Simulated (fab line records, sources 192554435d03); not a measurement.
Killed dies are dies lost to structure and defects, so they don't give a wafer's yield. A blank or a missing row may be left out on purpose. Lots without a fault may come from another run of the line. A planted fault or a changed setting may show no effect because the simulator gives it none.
A struck lot beside a sound one | flow n5_finfet | 20 steps out of a route of 1938
Sound: wafers L385.2, L385.3, L385.5. Struck: wafer L395.2. (L395.5, L395.6 of the same lot were not struck and are left out.) The cause comes at the end.
At each step with rows: each side's tool, then ch and its chambers, then its first start. Under that, the readings that differ: sound wafers | struck wafers | difference of the means | sigmas: that difference in standard deviations of wafers without a fault.
alike: readings whose means differ by less than 2 such deviations, and words and numbers that are the same on both sides. not compared: withheld readings, readings that some wafer has no value for, bounds like >300 that may hide the same value, and numbers for which the record gives no deviation and whose values overlap.
The two part at a step that has a row with sigmas, a row that says differs or no value, or rows on one side only. Numbers that don't overlap but have no deviation are shown without sigmas and don't part them. A reading that every wafer of one side lacks parts them only if that side has two wafers or more.

N5_BEOL_M13_ETCH_67: etches SiARC in CF4, target depth 143 nm, time 238.3 s.
  sound on rie_diel-01 ch 0,2, day 14 06:29; struck on rie_diel-06 ch 1, day 16 17:38
  alike: drypump_motor_current_A, etch_rf_on_time_s, oes_product_au, rf_vpp_V, showerhead_plenum_p_Torr, throttle_valve_pct
  not compared: rf_hours_counter_h
N5_BEOL_M13_ETCH_68: etches SOC in N2/H2, time 355 s.
  sound on rie_diel-01 ch 0,2, day 14 06:38; struck on rie_diel-06 ch 1, day 16 17:47
  alike: drypump_motor_current_A, oes_product_au, rf_vpp_V, showerhead_plenum_p_Torr, throttle_valve_pct
  not compared: rf_hours_counter_h
then, 1 step without rows for these wafers: N5_BEOL_M13_STRIP_69 (strips in N2/H2).
N5_BEOL_M13_TRENCH_ETCH_34: etches SiOC in C4F8/O2/Ar, target depth 413.47 nm, time 162.6 s.
  sound on rie_diel-01 ch 0,2, day 14 06:52; struck on rie_diel-06 ch 1, day 16 18:00
  alike: drypump_motor_current_A, he_outer_torr, oes_product_au, rf_vpp_V, showerhead_plenum_p_Torr, throttle_valve_pct
  not compared: rf_hours_counter_h
then, 1 step without rows for these wafers: N5_BEOL_M13_STRIP_70 (strips in C4F8/O2/Ar).
N5_BEOL_M13_OCD_MEAS_35:
  sound on ocd-02, day 14 07:02; struck on ocd-02, day 16 18:11
  alike: trench_depth_nm
then, 5 steps without rows for these wafers: N5_BEOL_M13_STRIP_37 (strips in N2/H2); N5_BEOL_M13_ETCH_38 (etches SiCN in CF4/N2, target depth 67.5 nm, time 71.9 s); N5_BEOL_M13_PRECLEAN_39 (cleans in residue remover, time 60 s); N5_BEOL_M13_SRD_40 (time 30 s, dry time 30 s); N5_BEOL_M13_DEGAS_41 (time 60 s).
N5_BEOL_M13_PRE_CLEAN_42: time 30 s.
  sound on pvd_sputter-03, day 14 07:46; struck on pvd_sputter-03, day 16 19:23
  alike: heater_power_w
N5_BEOL_M13_SPUTTER_43: material TaN, target thk 15 nm, time 24.19 s.
  sound on pvd_sputter-03, day 14 07:49; struck on pvd_sputter-03, day 16 19:26
  reading                                      | sound        | struck | difference | sigmas
  model.TaN_of_BEOL_M13_SPUTTER_43.thk_nm (nm) | 14.8 14.8 15 | 11     | -4         |
  alike: cathode_dc_power_W, throttle_valve_pct
N5_BEOL_M13_SPUTTER_44: material Ta, target thk 10 nm, time 16.13 s.
  sound on pvd_sputter-03, day 14 07:53; struck on pvd_sputter-03, day 16 19:31
  alike: cathode_dc_power_W, throttle_valve_pct
then, 3 steps without rows for these wafers: N5_BEOL_M13_SPUTTER_45 (material Cu, target thk 80 nm, time 13.33 s); N5_BEOL_M13_ECD_47 (material Cu, target thk 936 nm); N5_BEOL_M13_ANNEAL_48 (time 90 s).
N5_BEOL_M13_CMP_49: polishes, stops on SiOC, t overpolish 17.1 s, target thk 420 nm.
  sound on cmp-03 ch 1,2, day 14 08:49; struck on cmp-02 ch 0, day 16 20:36
  reading                      | sound          | struck | difference | sigmas
  barrier_field_endpoint_s (s) | 31.2 31.1 30.9 | 26.1   | -5.0       | -9
  alike: head_pressure_psi, motor_current_A, platen_rpm
N5_BEOL_M13_THK_MEAS_50: measures by xrf.
  sound on film_metro-02, day 14 09:07; struck on film_metro-02, day 16 20:47
  alike: M13_THK
then, 1 step without rows for these wafers: N5_PASSIVATION_PROBE_49.

WHERE THEY PART
Only at N5_BEOL_M13_CMP_49, within this record. Later steps at which nothing parts them and some readings are alike: N5_BEOL_M13_THK_MEAS_50.

WHY: what the simulator had put in
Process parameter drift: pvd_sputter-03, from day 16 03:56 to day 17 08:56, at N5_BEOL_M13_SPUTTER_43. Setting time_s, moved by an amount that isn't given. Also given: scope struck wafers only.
